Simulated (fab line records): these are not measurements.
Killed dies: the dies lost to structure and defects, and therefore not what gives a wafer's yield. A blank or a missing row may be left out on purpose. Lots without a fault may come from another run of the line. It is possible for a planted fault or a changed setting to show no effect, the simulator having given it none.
2 desks, one fault / flow nand_harc / what lay behind the numbers comes last; until then each desk has only its own

METROLOGY DESK
Means of the sampled wafers that have a number, per lot and without regard to the tool the lot ran on: this is what the gauges read. If a lot's mean is further than 4 standard deviations from the usual mean, the lot is out of limits and carries the mark OUT (the distance appears in the brackets).
Columns: A = overlay_x_nm at NHARC_A_M0_OVL_MEAS_10, usual 0.1 nm; B = overlay_y_nm at NHARC_A_M0_OVL_MEAS_10, usual -0.2 nm; C = cd_nm at NHARC_A_M1_CD_MEAS_09, usual 119.8 nm
lot=L109; first seen here=day 17 06:27; A=-0.2; B=-1.1; C=120.1
lot=L110; first seen here=day 17 12:15; A=0.6; B=-1.2; C=120.7
lot=L114; first seen here=day 18 12:24; A=1.0; B=0.3; C=120.1
lot=L116; first seen here=day 19 21:01; A=-0.3; B=-1.0; C=119.8
lot=L117; first seen here=day 20 00:23; A=0.5; B=0.4; C=120.6
lot=L119; first seen here=day 20 00:40; A=1.0; B=-0.1; C=119.7
lot=L121; first seen here=day 20 15:20; A=0.7; B=-1.2; C=119.8
lot=L122; first seen here=day 20 21:47; A=-0.8; B=-0.1; C=120.4
lot=L125; first seen here=day 21 09:46; A=-0.4; B=1.3; C=117.1
lot=L126; first seen here=day 21 18:21; A=0.4; B=-0.2; C=117.6
lot=L127; first seen here=day 22 06:34; A=0.4; B=-0.9; C=120.5
lot=L132; first seen here=day 23 06:01; A=0.4; B=0.0; C=118.6
This desk's verdict: no lot among the 12 shows anything out of limits.

TOOL OWNER'S DESK, litho_track-06
Per lot that ran on this tool, the mean of the sampled wafers carrying a number, from the tool's own readings at NHARC_A_M1_SOFTBAKE_04 (time 55 s). If a lot's mean is further than 4 standard deviations from the usual mean, the lot is out of limits and carries the mark OUT (the distance appears in the brackets).
Columns: A = heater_power_total_W at NHARC_A_M1_SOFTBAKE_04, usual 188.46 W
lot=L109; first seen here=day 17 10:00; A=188.35
lot=L114; first seen here=day 18 16:00; A=188.46
lot=L121; first seen here=day 20 19:00; A=188.44
lot=L122; first seen here=day 21 03:00; A=188.48
lot=L125; first seen here=day 21 13:00; A=227.47 (+99 or more) OUT
lot=L126; first seen here=day 21 22:00; A=226.90 (+99 or more) OUT
This desk's finding: out of limits on L125, L126; first on L125, day 21 13:00 (heater_power_total_W at NHARC_A_M1_SOFTBAKE_04). L109, L114, L121, L122: within limits.

BROUGHT TOGETHER
The tool owner's desk had the chance to raise an alarm at day 21 13:00 on L125, L126.
The metrology desk saw nothing out of limits.
The metrology desk has L125, L126 on record, within its limits.
Every lot named ran NHARC_A_M1_SOFTBAKE_04 on litho_track-06.

WHAT WAS PUT IN BY THE SIMULATOR
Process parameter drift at NHARC_A_M1_SOFTBAKE_04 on litho_track-06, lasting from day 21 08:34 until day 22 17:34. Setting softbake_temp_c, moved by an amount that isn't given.
Struck lots among those shown: L125, L126.
Time in hours from fault onset to the first out-of-limits reading at each desk: the tool owner's desk, 4.
